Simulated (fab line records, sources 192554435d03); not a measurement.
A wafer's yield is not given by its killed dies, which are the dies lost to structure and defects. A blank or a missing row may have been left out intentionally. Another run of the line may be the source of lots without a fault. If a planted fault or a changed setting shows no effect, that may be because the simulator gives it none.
Matching of chambers / flow n5-finfet / 3 sister chambers for N5_BEOL_M10_ILD_DEP_00 on pecvd-01
The step deposits SiCOH lowk from DEMS/porogen, target thk 308.51 nm, time 58 s. 6 wafers are shown with their chamber, then 8 later ones without.

== WAFERS, EACH WITH ITS CHAMBER ==
wafer=L080.4; chamber=0; throttle-valve-pct (%)=15.1; heater-power-w (W)=280
wafer=L082.1; chamber=1; throttle-valve-pct (%)=13.6; heater-power-w (W)=201
wafer=L082.3; chamber=0; throttle-valve-pct (%)=15.0; heater-power-w (W)=273
wafer=L086.1; chamber=1; throttle-valve-pct (%)=14.1; heater-power-w (W)=211
wafer=L086.4; chamber=2; throttle-valve-pct (%)=13.9; heater-power-w (W)=284
wafer=L090.1; chamber=2; throttle-valve-pct (%)=14.1; heater-power-w (W)=255

== WAFERS WHOSE CHAMBER IS MISSING ==
wafer=L090.2; throttle-valve-pct (%)=13.9; heater-power-w (W)=196
wafer=L090.3; throttle-valve-pct (%)=14.9; heater-power-w (W)=289
wafer=L091.2; throttle-valve-pct (%)=13.9; heater-power-w (W)=245
wafer=L091.4; throttle-valve-pct (%)=14.1; heater-power-w (W)=259
wafer=L091.5; throttle-valve-pct (%)=14.6; heater-power-w (W)=296
wafer=L093.1; throttle-valve-pct (%)=15.2; heater-power-w (W)=273
wafer=L093.3; throttle-valve-pct (%)=13.8; heater-power-w (W)=273
wafer=L093.5; throttle-valve-pct (%)=14.0; heater-power-w (W)=277

== WHICH CHAMBER EACH ONE RAN IN ==
wafer=L090.2; from the rows above=1; in truth=1
wafer=L090.3; from the rows above=0; in truth=0
wafer=L091.2; from the rows above=can't be placed: 2 or 1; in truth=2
wafer=L091.4; from the rows above=2; in truth=2
wafer=L091.5; from the rows above=can't be placed: 0 or 2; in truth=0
wafer=L093.1; from the rows above=0; in truth=0
wafer=L093.3; from the rows above=2; in truth=2
wafer=L093.5; from the rows above=2; in truth=2
Correctly placed: 6 of 8. Not placeable from these rows: 2 (in 2, the candidates include the true chamber). Wrongly placed: 0.
How it was worked out, from the rows above alone: a wafer's distance from a chamber is the root of the sum, over the readings, of the square of ((its reading less the chamber's mean) divided by the reading's scatter). If the next closest chamber is less than 2 further off than the closest, the wafer can't be placed; otherwise it belongs to the closest. For every chamber, the mean is computed from those of its wafers that are shown. The scatter: the root of (the sum of the squares of (reading less its chamber's mean) over the shown wafers, divided by (wafers less chambers)).
